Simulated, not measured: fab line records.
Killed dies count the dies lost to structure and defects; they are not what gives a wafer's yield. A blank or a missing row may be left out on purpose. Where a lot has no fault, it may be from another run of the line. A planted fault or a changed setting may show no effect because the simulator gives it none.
Comparing a struck lot with a sound one | flow n5-finfet | 39 out of 1938 route steps
Sound: the wafers L242.1, L242.3, L242.6. Struck: wafer L233.3. (L233.2, L233.4 of the same lot were not struck and are left out.) The cause comes at the end.
Per side, at each step with rows, come the tool, then ch with its chambers, and then its first start. Under that, the readings that differ: sound wafers | struck wafers | difference of the means | sigmas: that difference in standard deviations of wafers without a fault.
alike: same words and numbers on both sides, and readings whose means sit less than 2 such deviations apart. not compared: any withheld reading, any reading some wafer has no value for, any bound like >300 that may hide the same value, and any number with overlapping values for which the record gives no deviation.
Wherever a step has rows on one side only, a row that says differs or no value, or a row with sigmas, the two part there. Numbers that have no deviation but don't overlap get no sigmas and don't part them. A reading that every wafer of one side lacks parts them only if that side has two wafers or more.

first, 10 steps without rows for these wafers: N5_FIN_SAQP_ETCH_69 (etches SOC in N2/H2, stops on SiNx, target depth 150 nm); N5_FIN_SAQP_ETCH_67 (etches SiNx in CH3F/O2, target depth 30 nm); N5_FIN_SAQP_STRIP_70 (strips in N2/H2); N5_FIN_SAQP_RECESS_71 (chemistry HF/NH3, target SiO2, target depth 3 nm, afs cycles 1, sublimation time 60 s); N5_FIN_SAQP_SPACER2_ALD_28 (deposits SiO2, target thk 8.1 nm, pulse time 1 s, purge time 2 s); N5_FIN_SAQP_SPACER2_ETCHBACK_29 (etches SiO2 in CHF3/O2, target depth 12.2 nm, time 6.1 s); N5_FIN_SAQP_MANDREL2_REMOVE_60 (chemistry HBr/Cl2/O2, target a-Si, stops on SiNx, bt time 10 s); N5_FIN_SAQP_HM_OPEN_33 (chemistry CH3F/O2, target SiNx, target depth 49.4 nm, time 70.6 s); N5_FIN_SAQP_ETCH_34 (etches SiO2 in C4F6/O2, target depth 45 nm, time 15 s); N5_FIN_SAQP_STRIP_77 (strips in N2/H2, time 90 s).
N5_FIN_SAQP_ETCH_64: etches SiO2 in CF4, target depth 1.5 nm.
  sound on rie-si-05 ch 1,2, day 7 08:32; struck on rie-si-06 ch 2, day 5 02:59
  reading                     | sound       | struck | difference | sigmas
  drypump-motor-current-A (A) | 6.1 5.7 6.1 | 4.6    | -1.4       | -2
  alike: oes-product-au, throttle-valve-pct
  not compared: rf-hours-counter-h
then, 4 steps without rows for these wafers: N5_FIN_SAQP_FIN_ETCH_36 (etches the open film in HBr/Cl2/O2, target depth 120 nm, time 50.4 s); N5_FIN_SAQP_PRECLEAN_38 (cleans in O3/DIW, time 45 s); N5_FIN_SAQP_PRECLEAN_45 (cleans in dHF, time 10 s); N5_FIN_SAQP_SRD_39 (time 30 s).
N5_FIN_SAQP_INSPECT_40: inspects for defects (brightfield).
  sound on defect-inspect-01, day 7 08:48; struck on defect-inspect-01, day 5 03:16
  reading          | sound       | struck | difference | sigmas
  raw-defect-count | 178 152 156 | 835    | +673       | +10
then, 9 steps without rows for these wafers: N5_FIN_CUT_COAT_18 (time 60 s, resist thk 230 nm); N5_FIN_CUT_COAT_19 (time 60 s, resist thk 20 nm); N5_FIN_CUT_COAT_29 (time 60 s, resist thk 10 nm); N5_FIN_CUT_COAT_02 (resist thk 30 nm); N5_FIN_CUT_EBR_04; N5_FIN_CUT_SOFTBAKE_03 (time 60 s); N5_FIN_CUT_EXPOSE_05 (exposes mask FIN CUT); N5_FIN_CUT_PEB_06 (peb time 60 s); N5_FIN_CUT_DEVELOP_07 (develop time 30 s).
N5_FIN_CUT_INSPECT_10: inspects for defects (brightfield).
  sound on defect-inspect-01, day 7 09:11; struck on defect-inspect-02, day 5 03:47
  reading          | sound    | struck | difference | sigmas
  raw-defect-count | 46 26 28 | 623    | +590       | +54
then, 10 steps without rows for these wafers: N5_FIN_CUT_DESCUM_13 (chemistry O2, time 7 s); N5_FIN_CUT_ETCH_30 (etches underlayer in N2/H2, target depth 13 nm, time 10.4 s); N5_FIN_CUT_ETCH_20 (etches SiARC in CF4, target depth 26 nm, time 43.3 s); N5_FIN_CUT_ETCH_21 (etches SOC in N2/H2, target depth 219 nm, overetch 43.8 nm, time 523.5 s); N5_FIN_CUT_STRIP_23 (strips in N2/H2); N5_FIN_CUT_STRIP_31 (strips in N2/H2); N5_FIN_CUT_STRIP_24 (strips in CF4); N5_FIN_CUT_CUT_ETCH_26 (etches SiNx in CH3F/O2, target depth 39 nm, time 55.7 s); N5_FIN_CUT_CUT_ETCH_27 (etches SiO2 in CHF3/O2, target depth 4 nm, overetch 2 nm, time 4.9 s); N5_FIN_CUT_PRECLEAN_35 (cleans in vHF, time 13.3 s).
N5_FIN_CUT_INSPECT_17: inspects for defects (brightfield).
  sound on defect-inspect-02, day 7 10:09; struck on defect-inspect-01, day 5 05:06
  reading          | sound       | struck | difference | sigmas
  raw-defect-count | 179 146 163 | 845    | +682       | +10
-- record jumps: 6 days separate the struck wafers' starts on either side; left off in module FIN_CUT, taken up again in module BEOL_M4, whose first shown step is the route's number 1111 --
N5_BEOL_M4_RC_MEAS_101:
  sound on prober-01 ch 0, day 13 12:37; struck on prober-02 ch 0, day 11 06:29
  alike: DIBL_N, DIBL_P, IOFF_N, IOFF_P, ION_N, ION_P, SS_N, SS_P, VT_N, VT_P
-- a jump in the record: the struck wafers' starts before and after are 4 days apart (it breaks off in module BEOL_M4 and resumes in module PASSIVATION, where the first step shown is number 1936 of the route) --
N5_PASSIVATION_PROBE_49:
  record: rows for the struck wafers here (prober-01, day 15 06:53), none for the sound ones

WHERE THEY PART
First at N5_FIN_SAQP_ETCH_64; last, within this record, at N5_PASSIVATION_PROBE_49.

WHY: what had been put in by the simulator
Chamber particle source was rie-si-06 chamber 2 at N5_FIN_SAQP_ETCH_64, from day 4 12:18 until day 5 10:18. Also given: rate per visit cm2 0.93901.
